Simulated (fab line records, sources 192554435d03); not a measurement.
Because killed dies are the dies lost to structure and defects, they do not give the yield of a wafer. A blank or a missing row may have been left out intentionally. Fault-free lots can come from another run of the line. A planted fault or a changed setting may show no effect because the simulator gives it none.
fab line records	flow n5Finfet
record: lots: 4	wafers: 12	lastDay: 17
route steps=1938 shown BEOL_M4@1099 BEOL_M5@1112 BEOL_M13@1676 PASSIVATION@1936
lots with no fault: from the same line, run without faults
startH: hours from the record's first day to the start of the lot's first wafer shown	waitH: hours since the lot's step before	" identical to the entry in the row above	L1.1+2: a row that stands for several wafers	- value missing, or start not given	* or withheld: withheld	< > ~ a bound
route shown NAME@n: NAME is a module with steps in the file, n the number in the route of the first one	usual: mean/standard deviation of fault-free wafers	same: alike in all rows	chamber/n: place in a boat	sites: per-site readings	_std_site: how widely they spread, as a standard deviation	_edge_site: inner sites' mean taken away from outer sites' mean	radiusMm: for every site, how far away it sits from the centre of the wafer	mask NAME#n: copy n	behind: the most recent tool/chamber to have shaped the wafer	hold: reason for holding the lot/hours on hold/outcome of the hold	device: which transistor (n, p or np) failed to switch	end of line: the same wafers' tests at the end of the route	a step given without rows: its recipe and nothing more	killed: dies that structure and defects cost at the first sort, which is not the same as the wafer's yield	map: dies across one wafer; x = killed, . = not, _ = none there
set.NAME: the setting the step ran with; set.NAME@STEP: the setting that earlier step ran with	model.NAME: the simulator's own value behind a step, which no gauge read
lots at some steps of the route; a table a step, a row a wafer
services: from which hour (startH, from the record's first day; less than 0 if before it) a tool's chamber was out of use, for how many hours, and why
== steps ==
step: N5_BEOL_M4_ANNEAL_95
recipe: tempC: 400	timeS: 240	ambient: vacuum
step: N5_BEOL_M4_SPUTTER_96
recipe: material: Cu	targetThkA: 45	tempC: -20	chamberPressurePa: 0.07	powerW: withheld	timeS: 8.29
step: N5_BEOL_M4_ECD_50
recipe: material: Cu	targetThkA: 3000
step: N5_BEOL_M4_ANNEAL_51
recipe: tempC: 225	timeS: 90	ambient: N2
step: N5_BEOL_M4_CMP_52
recipe: stopOn: SiOC	tOverpolishS: 6.8	downForcePsi: 1	platenRpm: 50	clearingPlatenDownForcePsi: 1.5	clearingPlatenRpm: 50	postCmpClean: cuAlkaline	targetThkNm: 40	clearingPlatenPadVelocityMS: 0.99484	padVelocityMS: 0.99484
step: N5_BEOL_M4_PRE_CLEAN_60
recipe: gas: NH3/H2	timeS: 15	tempC: *	rfPowerW: 300
step: N5_BEOL_M4_CO_CAP_55
recipe: material: Co	targetThkA: 20	tempC: 200	precursor: CCTBA/H2	pressureTorr: 30	timeS: 102.1
step: N5_BEOL_M4_PRE_CLEAN_56
recipe: gas: NH3	timeS: 15	tempC: withheld	rfPowerW: 300
step: N5_BEOL_M4_DEP_57
recipe: material: SiCN	targetThkA: 80	tempC: withheld	precursor: 3MS/NH3	pressureTorr: 3	rfW: 202	timeS: 14
step: N5_BEOL_M4_RC_MEAS_101
usual: DIBL_N: 36.2/2.2	DIBL_P: 36.5/3	IOFF_N: 0.16/0.039	IOFF_P: 0.22/0.047	ION_N: 675/15	ION_P: 463/10	SS_N: 71.6/0.71	SS_P: 73.4/0.94	VT_N: 250/3.6	VT_P: -250/3.9
lot.wafer	tool	chamber	startH	waitH	DIBL_N[mV/V]	DIBL_P[mV/V]	IOFF_N[nA/um]	IOFF_P[nA/um]	ION_N[uA/um]	ION_P[uA/um]	SS_N[mV/dec]	SS_P[mV/dec]	VT_N[mV]	VT_P[mV]
L209.1	prober-02	0	218.11	0.0	34.2	34.9	0.14	0.17	666	455	70.9	73.2	251	-254
L209.5	"	0	"	"	35.9	37.3	0.17	0.21	669	457	71.3	74.0	249	-254
L209.6	"	0	"	"	30.7	28.8	0.10	0.11	643	440	70.7	71.1	258	-262
L211.1	prober-02	0	226.97	0.0	36.4	40.4	0.17	0.30	668	468	71.3	74.4	250	-248
L211.2	"	0	"	"	37.6	40.1	0.20	0.27	683	471	71.7	73.9	247	-248
L211.4	"	0	"	"	38.1	40.0	0.21	0.26	681	465	71.6	73.7	246	-248
L212.3	prober-02	0	230.79	0.3	36.5	37.8	0.17	0.22	682	472	71.5	72.9	248	-250
L212.4	"	0	"	"	37.0	38.2	0.19	0.23	694	475	71.6	73.3	247	-250
L212.5	"	0	"	"	39.4	41.5	0.23	0.29	693	476	72.5	75.3	248	-245
L221.1	prober-01	0	286.71	0.0	37.5	38.6	0.20	0.27	690	479	72.5	74.1	246	-246
L221.5	"	0	"	"	35.1	35.7	0.15	0.24	664	463	71.5	73.5	251	-247
L221.6	"	0	"	"	35.6	35.9	0.15	0.22	662	453	72.2	72.6	249	-248
step: N5_BEOL_M5_ILD_DEP_00
recipe: material: SiCOH_lowk	targetThkA: 1406.4	tempC: 300	precursor: DEMS/porogen	pressureTorr: 5	rfW: 500	timeS: 25.9
step: N5_BEOL_M5_CURE_79
recipe: tempC: 385	timeS: 240	ambient: He/Ar	material: SiCOH_lowk
step: N5_BEOL_M5_PECVD_70
recipe: material: SiO2	targetThkA: 160	tempC: 400	precursor: TEOS/O2	pressureTorr: 5.5	rfW: 450	teosFlowSccm: 53.8	gas: O2	flowSccm: 3000	timeS: 18
step: N5_BEOL_M5_HM_DEP_02
recipe: material: TiN	targetThkA: 200	tempC: 25	chamberPressurePa: 0.49996
step: N5_BEOL_M5_COAT_59
recipe: resist: SOC	tempC: 250	timeS: 60	spinRpm: 1500	resistThkNm: 60
step: N5_BEOL_M5_COAT_60
recipe: resist: SiARC	tempC: 220	timeS: 60	spinRpm: 1500	resistThkNm: 12
step: N5_BEOL_M5_COAT_71
recipe: resist: underlayer	tempC: 205	timeS: 60	spinRpm: 1500	resistThkNm: 5
step: N5_BEOL_M5_COAT_05
recipe: resist: CAR-EUV	spinRpm: 1500	resistThkNm: 30
step: N5_BEOL_M5_EBR_07
recipe: solvent: PGMEA	ebrWidthMm: 1.5
step: N5_BEOL_M5_SOFTBAKE_06
recipe: tempC: 110	timeS: 60	resist: CAR-EUV
step: N5_BEOL_M5_EXPOSE_08
recipe: maskId: M5	na: 0.33	sourceShape: annular	sigmaInner: 0.4	sigmaOuter: 0.8	polarization: unpolarized	targetCdNm: 28	doseMj: 35.75
step: N5_BEOL_M5_PEB_09
recipe: pebTempC: 100	pebTimeS: 60	resist: CAR-EUV
step: N5_BEOL_M5_DEVELOP_10
recipe: developTimeS: 30	developer: TMAH	resist: CAR-EUV	rinseLiquid: surfactantRinse	dry: airSpin	devTempC: 23
step: N5_BEOL_M5_DESCUM_16
recipe: chemistry: O2	timeS: 7	sourcePowerW: 50	biasPowerW: 20	pressureMtorr: 20	rfFrequencyHz: 2.712e+07	tempC: 40	resist: CAR-EUV	o2FlowSccm: 225
step: N5_BEOL_M5_ETCH_72
recipe: chemistry: N2/H2	target: underlayer	targetDepthA: 65	maskMaterial: CAR-EUV	timeS: 5.2	ionEnergyEv: 200	pressureMtorr: 30	sourceW: 840	biasW: 150	n2FlowSccm: 200	h2FlowSccm: 200	ends: cleared
step: N5_BEOL_M5_ETCH_61
recipe: chemistry: CF4	target: SiARC	targetDepthA: 156	maskMaterial: CAR-EUV	timeS: 26	ionEnergyEv: 80	pressureMtorr: 40	sourceW: 545	biasW: 36	Ar_flow_sccm: 100	cf4FlowSccm: 100	ends: cleared
step: N5_BEOL_M5_ETCH_62
recipe: chemistry: N2/H2	target: SOC	targetDepthA: 750	overetchA: 150	maskMaterial: SiARC	tempC: 40	timeS: 112.5	ionEnergyEv: 200	pressureMtorr: 30	sourceW: 840	biasW: 150	n2FlowSccm: 200	h2FlowSccm: 200
step: N5_BEOL_M5_STRIP_63
recipe: chemistry: N2/H2	tempC: 40	n2FlowSccm: 200	h2FlowSccm: 200	rfFrequencyHz: 6e+07
step: N5_BEOL_M5_STRIP_73
recipe: chemistry: N2/H2	tempC: 40	n2FlowSccm: 200	h2FlowSccm: 200	rfFrequencyHz: 6e+07
step: N5_BEOL_M5_STRIP_64
recipe: chemistry: CF4	resist: SiARC	powerW: 300	biasPowerW: 75	pressureMtorr: 50	cf4FlowSccm: 150	rfFrequencyHz: 6e+07
step: N5_BEOL_M5_HM_OPEN_17
recipe: chemistry: Cl2/BCl3	targetDepthA: 200	overetchA: 60	target: TiN	maskMaterial: SOC	ionEnergyEv: 150	pressureMtorr: 10	icpW: 1000	biasW: 126	Cl2_flow_sccm: 53.25	bcl3FlowSccm: 21.75	Ar_flow_sccm: 25
step: N5_BEOL_M5_STRIP_19
recipe: chemistry: O2	powerW: 400	tempC: 40	pressureMtorr: 30	rfFrequencyHz: 6e+07	biasPowerW: 0	overashFraction: 0.2	o2FlowSccm: 225
step: N5_BEOL_M5_COAT_65
recipe: resist: SOC	tempC: 250	timeS: 60	spinRpm: 1500	resistThkNm: 60
step: N5_BEOL_M5_COAT_66
recipe: resist: SiARC	tempC: 220	timeS: 60	spinRpm: 1500	resistThkNm: 12
step: N5_BEOL_M13_STRIP_64
recipe: chemistry: N2/H2	powerW: 1000	tempC: 250	h2Frac: 0.65	overashFraction: 0.3	pressureMtorr: withheld	n2FlowSccm: 1750	h2FlowSccm: 3250
usual: drypumpMotorCurrentA: 6.0/0.6	h2FlowSccm: 3248/8.9	heaterPowerW: 328/14	oesProductAu: 0.715/0.0044	stripTimeToEndpointS: 31.33/0.072
lot.wafer	tool	chamber	startH	waitH	drypumpMotorCurrentA	h2FlowSccm	heaterPowerW	oesProductAu	rfHoursCounterH	stripTimeToEndpointS	model.BARC_of_BEOL_M13_COAT_58.thkNm
L209.1	plasmaAsher-02	0	295.25	0.0	5.1	3244	331	0.713	72	31.39	0
L209.5	"	1	"	"	6.5	3252	314	0.713	-	31.35	0
L209.6	"	0	"	"	5.1	3260	338	0.712	-	31.33	0
L211.1	plasmaAsher-02	0	302.17	0.0	-	-	-	-	-	-	88.6
L211.2	"	1	"	"	-	-	-	-	-	-	88.6
L211.4	"	1	"	"	-	-	-	-	-	-	88.6
L212.3	plasmaAsher-02	0	306.10	0.0	-	-	-	-	-	-	89
L212.4	"	1	"	"	-	-	-	-	-	-	89
L212.5	"	1	"	"	-	-	-	-	-	-	89.2
L221.1	plasmaAsher-01	1	360.39	0.0	6.1	3252	328	0.715	162	31.29	0
L221.5	"	1	"	"	6.1	3255	326	0.715	-	31.22	0
L221.6	"	0	"	"	6.4	3250	347	0.716	-	31.26	0
step: N5_BEOL_M13_ETCH_38
recipe: chemistry: CF4/N2	target: SiCN	targetDepthA: 675	taperDeg: 2	timeS: 71.9	ionEnergyEv: 150	maskMaterial: SiO2	pressureMtorr: 40	sourceW: 430	biasW: 70	Ar_flow_sccm: 100	cf4FlowSccm: 60	n2FlowSccm: 60
usual: chamberPressureMTorr: 40.00/0.035	drypumpMotorCurrentA: 5.8/0.48	oesProductAu: 0.77/0.11	rfFwdPowerW: 427.9/1.6	rfVppV: 383.0/1.6	showerheadPlenumPTorr: 2.24/0.059	throttleValvePct: 15.48/0.23
lot.wafer	tool	chamber	startH	waitH	chamberPressureMTorr	drypumpMotorCurrentA	oesProductAu	rfFwdPowerW	rfHoursCounterH	rfVppV	showerheadPlenumPTorr	throttleValvePct	model.BARC_of_BEOL_M13_COAT_58.thkNm
L209.1	rieDiel-05	0	299.75	-	39.98	5.3	0.75	428.5	190	384.7	2.29	15.32	0
L209.5	"	3	"	"	40.03	6.1	0.97	426.0	-	380.4	2.18	15.20	0
L209.6	"	1	"	"	40.01	5.1	0.68	426.9	-	383.3	2.29	15.75	0
L211.1	rieDiel-03	0	305.45	-	40.05	5.9	0.67	427.1	224	383.4	2.28	15.57	33.2
L211.2	"	2	"	"	40.03	5.7	0.73	430.4	139	381.5	2.22	15.73	33.6
L211.4	"	3	"	"	40.00	5.9	1.01	428.9	-	383.4	2.28	15.46	30.4
L212.3	rieDiel-06	1	309.09	-	39.99	5.7	0.67	427.6	241	382.8	2.27	15.46	31.4
L212.4	"	0	"	"	39.95	5.7	0.67	423.5	237	382.8	2.24	15.36	33.8
L212.5	"	0	"	"	40.04	5.7	0.66	423.4	-	383.8	2.24	15.36	34.2
L221.1	rieDiel-06	1	364.24	-	39.95	5.7	0.95	426.3	4	384.0	2.27	14.96	0
L221.5	"	1	"	"	40.00	5.7	0.96	428.0	-	383.5	2.27	14.95	0
L221.6	"	3	"	"	40.10	5.2	0.95	427.7	-	385.9	2.36	15.09	0
step: N5_PASSIVATION_PROBE_49
usual: defectLimitedYield: 91.5/1.5	killed_at_M0_to_M3: 32/10	killed_at_M4_up: 13/4.9	killedAtContacts: 13/6.1	killedAtFrontEnd: 38/11	killedAtOther: 3/3.2	killedDies: 101/18	killedOnRim: 13/4.4	killedOpen: 66/13	killedShort: 32/8.3	sort_bin_5_function: 5.0/1	sort_bin_6_memory: 3.2/0.74	sort_bin_8_speed: 0.1/1.1	sortNPass: 1078/22	sortYieldPct: 91.3/1.9
same: grossDies: 1180	killedAtBackSide: 0	sort_bin_4_leakage[%]: 0
lot.wafer	tool	chamber	startH	waitH	defectLimitedYield[%]	killed_at_M0_to_M3	killed_at_M4_up	killedAtContacts	killedAtFrontEnd	killedAtOther	killedDies	killedOnRim	killedOpen	killedShort	sort_bin_5_function[%]	sort_bin_6_memory[%]	sort_bin_8_speed[%]	sortNPass	sortYieldPct[%]
L211.1	prober-02	-	335.35	0.0	44.2	27	560	3	60	8	658	134	43	55	51.4	3.1	0	522	44.2
L211.2	prober-02	-	335.40	0.1	43.3	29	555	14	71	0	669	117	64	32	51.1	3.3	0	511	43.3
L211.4	prober-02	-	335.50	0.2	47.4	48	493	15	58	7	621	137	87	51	47.5	4.4	0	559	47.4
L212.3	prober-01	-	335.45	0.1	48.0	27	538	15	31	3	614	18	54	27	48.1	3.3	0	566	48.0
L212.4	prober-01	-	335.50	0.2	42.2	23	589	20	46	4	682	104	63	38	54.2	3.1	0	498	42.2
L212.5	prober-01	-	335.55	0.2	44.1	35	570	19	31	5	660	116	67	38	51.6	4.2	0	520	44.1
L221.1	prober-01	-	402.25	0.0	91.9	29	22	16	23	5	95	13	71	23	4.7	3.1	0	1085	91.9
L221.5	prober-01	-	402.45	0.2	93.1	36	15	6	24	1	82	15	57	25	4.2	2.5	0	1098	93.1
L221.6	prober-01	-	402.50	0.3	90.3	34	23	9	38	10	114	19	79	31	5.2	3.7	0	1066	90.3
killed by level:class
L211.1 BEOL_M13:areaSputter=551 GATE_CUT:geometricParticle:short=16 FIN_SAQP:geometricParticle:short=11 BEOL_M0_SAQP:geometricParticle:short=8 HKMG_FIN:areaEtch=7 STI_FIN_REVEAL:geometricParticle:open=6 BEOL_M0_SAQP:geometricParticle:open=6 FIN_SAQP:geometricParticle:open=5
L211.2 BEOL_M13:areaSputter=548 HKMG_FIN:areaEtch=24 FIN_SAQP:geometricParticle:open=14 MOL_CONTACT_COAG:geometricParticle:open=9 BEOL_M0_SAQP:geometricParticle:short=9 BEOL_M1:geometricParticle:open=9 FIN_SAQP:geometricParticle:short=8 GATE_CUT:geometricParticle:open=5
L212.3 BEOL_M13:areaSputter=530 MOL_CONTACT_COAG:geometricParticle:open=12 BEOL_M1:geometricParticle:open=9 FIN_SAQP:geometricParticle:short=6 BEOL_M0_SAQP:geometricParticle:open=6 FIN_SAQP:geometricParticle:open=5 STI_FIN_REVEAL:geometricParticle:open=5 GATE_CUT:geometricParticle:short=4
L211.4 BEOL_M13:areaSputter=482 FIN_SAQP:geometricParticle:short=17 BEOL_M0_SAQP:geometricParticle:short=16 FIN_SAQP:geometricParticle:open=15 MOL_CONTACT_COAG:geometricParticle:open=11 BEOL_M2:geometricParticle:open=8 BEOL_M0_SAQP:geometricParticle:open=7 BEOL_M1:geometricParticle:open=7
L212.4 BEOL_M13:areaSputter=581 MOL_CONTACT_COAG:geometricParticle:open=13 FIN_SAQP:geometricParticle:short=9 FIN_SAQP:geometricParticle:open=7 DUMMY_GATE:geometricParticle:open=7 GATE_CUT:geometricParticle:short=7 GATE_CUT:geometricParticle:open=7 MOL_CONTACT_COAG:geometricParticle:short=7
L212.5 BEOL_M13:areaSputter=553 MOL_CONTACT_COAG:geometricParticle:open=14 BEOL_M0_SAQP:geometricParticle:open=13 GATE_CUT:geometricParticle:short=9 STI_FIN_REVEAL:geometricParticle:open=8 BEOL_M0_SAQP:geometricParticle:short=8 BEOL_M1:geometricParticle:open=8 FIN_SAQP:geometricParticle:short=5
L221.1 BEOL_M4:geometricParticle:open=13 MOL_CONTACT_COAG:geometricParticle:open=12 BEOL_M1:geometricParticle:open=8 BEOL_M3:geometricParticle:open=7 BEOL_M0_SAQP:geometricParticle:open=6 DUMMY_GATE:geometricParticle:open=5 MOL_CONTACT_COAG:geometricParticle:short=4 BEOL_M0_SAQP:geometricParticle:short=4
L221.5 BEOL_M0_SAQP:geometricParticle:open=7 BEOL_M4:geometricParticle:open=7 BEOL_M0_SAQP:geometricParticle:short=6 BEOL_M3:geometricParticle:open=6 FIN_SAQP:geometricParticle:open=5 MOL_CONTACT_COAG:geometricParticle:open=5 BEOL_M1:geometricParticle:open=5 BEOL_M1:geometricParticle:short=5
L221.6 BEOL_M0_SAQP:geometricParticle:open=10 BEOL_M4:geometricParticle:open=10 FIN_SAQP:geometricParticle:short=8 MOL_CONTACT_COAG:geometricParticle:open=8 STARTING-WAFER:geometricParticle:open=6 BEOL_M1:geometricParticle:open=6 BEOL_M2:geometricParticle:open=6 MIM_TOP_ETCH:geometricParticle:open=6
map L211.2 (x killed, . not)
_________________xx.xxxxx...x________________
______________.xxx.xx.xxx.x..xxx_____________
___________.xxx...x....xx..xxx.xx.x__________
__________.xxxxxx..xx..x.x..xx.xxxxx_________
________....x..x...x.x......x.xxxxxxxx_______
_______.x...x..x...x.x...xxxx.x.x.xxxxx______
______....x........xx...x.xxx..xxxxxxx.x_____
_____.........x.....x...x.x.x.x..xxxxxxxx____
____....xx.....x.....x..x.xx..x.xx..xxxxxx___
___xx.........xxx..x.x.....x.xxxxx.x.x.xxxx__
___xx.....x.x......x......x...x.xx.xx.xxxxx__
__.x........x.....x...........xx.xxxxxxxxxxx_
__x..x..........x.x....x....xx.x..xx.x.xxxxx_
_x....x.....x........x.x....x..xx..xxxxxxxxxx
_x.x.x....x...x......x.x..xxxx..xx..xx.xxxxxx
_.xx.....xxx....x...x.x.xx.....xxx.x...xxxxxx
_.xx..x...x........x.x..x..x..x..x.x.xxxxxxxx
_..x.x.............x.x.x.xx.xxx.xxxxxxxxxxxxx
_.xx..xx...x..xx.....x...x.x...xxxxxx.xx.xxxx
_.x....xxx..x.....xx..x....xxxxx..xxxx.xxxxxx
_....xx........x.x...x.xx...x..x..xxxxxx.xxxx
__x.x..x..x....xx.xx..xxx.....x.xx.xxxxxxxxx_
__.xx..x...x....x.xx.xxx.x.xxxxx..x.x.xxxxxx_
___xxxxx.x........xx.x.xx.x.xx.xxxxxxxxxxxx__
___xxxxxx.x..x.x......x.xx.x.xxxxxx.xxxxxxx__
____xxx..xxx...x.xx..xxx..xxx.xxxxxxxxxxxx___
_____.xxxx.x..xxxx.x.xxxxx.xxxxxxx.xxxxxx____
______x.xxx.xxxxxxx.xxxxxx.xxx.xxxxxxxxx_____
_______xxxxxxxx.xx.xxxxxxxxxxxxx.xxxxxx______
________..xxxx.xxxxxx..xxxxxxx.xxxxxxx_______
__________xxxxxx.xxxxxxxxxxxxxxxxxxx_________
___________xxxxxxxxxxxxxxxxxxxxx.xx__________
______________xxxxxxxxxxxxxxxxxx_____________
_________________xxxxxxxxxxxx________________
map L212.4 (x killed, . not)
_________________.......x....________________
______________.......x.....x...._____________
___________...x..x.....x....xx.x...__________
__________xx..x.......x............x_________
________.....x.....x.x......xxxx..xx.x_______
_______x.xx.xx..x...........x......xx.x______
______xx.xxx.x....x....xx........x....x._____
_____xx..xx......xx..xxx....xx...xx...x.x____
____xx.x........x...x......xx.x.xx..x...x.___
___x.x.....x.x.xxx..x.....x.x....x..x......__
___x.x.x....x.....x..x..xx..x.x......x..xx.__
__x...xx.........x.x........x......xxx....x._
__.xxx.xx....x.x.....xx..xxxx..x..xxxx.x.xx._
_xxx.xx.x........xx.x....x.x.x..x.x.x..xx.xxx
_.xx...xx.x.x.....x.....x....x.xxxx.xxxxx.xx.
_xx...xxx.x.xxx...xx..x.x....xx....xxx.x.x.xx
_xxxxx.x.xx....xx.............x.x.x.x.xxxxxxx
_xxxxxxx.xxxx.x.......x..x..xxx..xx..xx.xx.xx
_xxxxxxxx..x..xx..xxx.x..x.x.xxxx..x.xxxx..xx
_xx..xxxx....xxx.xx.x.xx.x.xx.xx.xxxxxx..x..x
_x.xxx.x.x.xx....xxx..xx.x...xxx..xx..x.x.xxx
__x.xx..x.xxxxxxxx.xxxx...xxxxx.x..x.x..xxxx_
__xx.xxxxxxxxxx.xxx.xxx.xxxx.xxxxxxxxxxxxxxx_
___xxxx.xxxxxxxxx..xx.xxxxx.x.xxxxxxxxxx.xx__
___xxxxx..xxxxxxxxxxxxxxxxx.xxxx.xxxxxxxxxx__
____xxxxxxx.xx.xxxxx..xxx.xxxxxx.x.xxxxxxx___
_____xxxxxxxxxxxxxx.xxxxxxxxx.xxxxxxxxxxx____
______xxxx.xxxxxxxxxxxxxxxxxxxxxxxxxx.xx_____
_______xxx.xxxx.xxxxxxxxxxxxxxxxxxxxxxx______
________xxxxxxxxxxxxxx.xxxxxxx.xxxxxxx_______
__________xxxxxxxxxxxxxxxxxxxxxxxxxx_________
___________xxxxxxxxxxxxxxxxxxxxxxxx__________
______________xxxxxxxxxxxxxxx.xx_____________
_________________xxxxxxxxxx.x________________
== services ==
tool	chamber	startH	hours	kind
rieDiel-05	3	272.30	-	clean
rieDiel-05	3	272.30	-	consumableReplace:focusRing
rieDiel-05	3	272.30	16.6	scheduledDown
rieDiel-05	3	272.30	16.6	ventCycle
rieDiel-05	1	282.09	17.6	repair
rieDiel-05	2	299.70	4.2	repair
rieDiel-05	-	302.74	1.0	repair
rieDiel-06	3	323.07	-	clean
rieDiel-06	3	323.07	-	consumableReplace:focusRing
rieDiel-06	3	323.07	-	consumableReplace:showerhead
rieDiel-06	3	323.07	16.6	scheduledDown
rieDiel-06	3	323.07	16.6	ventCycle
rieDiel-06	1	329.32	4.8	repair
plasmaAsher-02	-	333.04	2.8	pm
rieDiel-06	1	340.37	-	clean
rieDiel-06	1	340.37	-	consumableReplace:focusRing
rieDiel-06	1	340.37	16.4	scheduledDown
rieDiel-06	1	340.37	16.4	ventCycle
rieDiel-05	2	346.06	7.8	repair
rieDiel-03	3	352.59	6.3	repair
rieDiel-06	0	356.74	-	clean
rieDiel-06	0	356.74	-	consumableReplace:focusRing
rieDiel-06	0	356.74	13.6	scheduledDown
rieDiel-06	0	356.74	13.6	ventCycle
== key ==
firstSign: step: N5_BEOL_M13_STRIP_64	reading: toolRecord	direction: missing
effect: step: N5_PASSIVATION_PROBE_49	reading: killed_at_M4_up	direction: up	sigmas: 99+	usual: 13	struck: 551
modelEffect: step: N5_BEOL_M13_STRIP_64	value: BARC_of_BEOL_M13_COAT_58.thkNm	without: 0	struck: 88.83
modelEffect: step: N5_BEOL_M13_ETCH_38	value: BARC_of_BEOL_M13_COAT_58.thkNm	without: 0	struck: 32.77
moreKillsBornAt: N5_BEOL_M13_SPUTTER_43@pvdSputter-03: 1664	N5_BEOL_M13_SPUTTER_43@pvdSputter-01: 1581
metAt N5_BEOL_M13_STRIP_64
struckWafers L211.1,L211.2,L211.4,L212.3,L212.4,L212.5
baselineLoss: step: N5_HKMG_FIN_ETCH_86	wafers: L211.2
onsetBetween 295.25 302.17
fault: kind: skippedStepWhole	tool: plasmaAsher-02	chamber: -	onsetH: 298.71	steps: N5_BEOL_M13_STRIP_64	scope: struckLotsOnly
baselineLoss: these wafers lose ten dies or more at that step, a loss of the line's own and not of a fault; the sort's usual values leave them out
